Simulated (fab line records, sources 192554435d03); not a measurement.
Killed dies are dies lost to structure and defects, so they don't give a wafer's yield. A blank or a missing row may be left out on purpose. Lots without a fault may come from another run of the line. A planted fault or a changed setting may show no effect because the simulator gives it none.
Chamber matching | flow n5_finfet | N5_MOL_CONTACT_COAG_ETCHBACK_135 on rie_diel-02: 4 sister chambers
The step etches SiO2 in CHF3, target depth 25 nm, time 16.7 s. 27 wafers are shown with their chamber, then 12 later ones without.

WAFERS WITH THEIR CHAMBER
wafer  | chamber | rf_vpp_V (V) | throttle_valve_pct (%) | showerhead_plenum_p_Torr (Torr)
L074.4 | 3       | 523          | 18.74                  | 2.38
L074.5 | 1       | 523          | 18.47                  | 2.41
L074.6 | 2       | 520          | 18.87                  | 2.35
L077.1 | 1       | 523          | 18.46                  | 2.41
L077.2 | 0       | 513          | 18.88                  | 2.25
L077.6 | 0       | 512          | 18.87                  | 2.25
L078.1 | 1       | 522          | 18.45                  | 2.41
L078.3 | 0       | 513          | 18.86                  | 2.25
L078.6 | 1       | 521          | 18.47                  | 2.41
L081.3 | 1       | 524          | 18.49                  | 2.40
L081.5 | 3       | 522          | 18.76                  | 2.37
L081.6 | 2       | 522          | 18.48                  | 2.35
L083.3 | 3       | 524          | 18.78                  | 2.37
L083.4 | 1       | 523          | 18.51                  | 2.40
L083.5 | 3       | 522          | 18.77                  | 2.37
L087.1 | 2       | 522          | 18.50                  | 2.34
L087.2 | 0       | 521          | 18.46                  | 2.53
L087.3 | 3       | 522          | 18.78                  | 2.37
L087.4 | 1       | 524          | 18.51                  | 2.40
L087.5 | 0       | 521          | 18.44                  | 2.53
L087.6 | 3       | 524          | 18.77                  | 2.37
L090.1 | 1       | 524          | 18.52                  | 2.40
L090.2 | 2       | 521          | 18.50                  | 2.34
L090.3 | 0       | 521          | 18.46                  | 2.53
L090.4 | 3       | 523          | 18.79                  | 2.37
L090.5 | 0       | 522          | 18.45                  | 2.53
L090.6 | 3       | 523          | 18.78                  | 2.37

SIGNATURES (means of the wafers above)
reading                  | chamber 0 | chamber 1 | chamber 2 | chamber 3 | scatter within a chamber
rf_vpp_V                 | 517.57    | 523.00    | 521.25    | 522.88    | 2.5
throttle_valve_pct       | 18.6314   | 18.4850   | 18.5875   | 18.7713   | 0.134
showerhead_plenum_p_Torr | 2.4100    | 2.4050    | 2.3450    | 2.3712    | 0.0766
Rule: a wafer's distance from a chamber is the root of the sum, over the readings, of the square of ((its reading less the chamber's mean) divided by the reading's scatter). The wafer belongs to the nearest chamber; if the next one is less than 2 further off, it can't be placed. The scatter: the root of (the sum of the squares of (reading less its chamber's mean) over the shown wafers, divided by (wafers less chambers)).

WAFERS WITHOUT THEIR CHAMBER
wafer  | rf_vpp_V (V) | throttle_valve_pct (%) | showerhead_plenum_p_Torr (Torr)
L091.1 | 521          | 18.49                  | 2.34
L091.2 | 522          | 18.79                  | 2.37
L091.3 | 519          | 18.46                  | 2.53
L093.2 | 522          | 18.50                  | 2.34
L093.3 | 520          | 18.45                  | 2.53
L093.4 | 524          | 18.53                  | 2.40
L097.1 | 523          | 18.82                  | 2.36
L097.2 | 522          | 18.57                  | 2.39
L097.3 | 520          | 18.47                  | 2.52
L097.4 | 521          | 18.53                  | 2.34
L097.5 | 523          | 18.47                  | 2.52
L097.6 | 524          | 18.54                  | 2.39

WHICH CHAMBER EACH WENT THROUGH
wafer  | from the rows above               | in truth
L091.1 | can't be placed: 2 or 1 or 0 or 3 | 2
L091.2 | can't be placed: 3 or 2 or 0 or 1 | 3
L091.3 | can't be placed: 0 or 1 or 2 or 3 | 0
L093.2 | can't be placed: 2 or 1 or 3 or 0 | 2
L093.3 | can't be placed: 1 or 0 or 2 or 3 | 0
L093.4 | can't be placed: 1 or 2 or 3      | 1
L097.1 | can't be placed: 3 or 2           | 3
L097.2 | can't be placed: 2 or 1 or 3 or 0 | 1
L097.3 | can't be placed: 1 or 0 or 2 or 3 | 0
L097.4 | can't be placed: 2 or 1 or 0 or 3 | 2
L097.5 | can't be placed: 1 or 2 or 0 or 3 | 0
L097.6 | can't be placed: 1 or 2 or 3      | 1
Placed correctly: 0 of 12. Can't be placed from these rows: 12 (the true chamber is among the candidates in 12). Placed wrongly: 0.
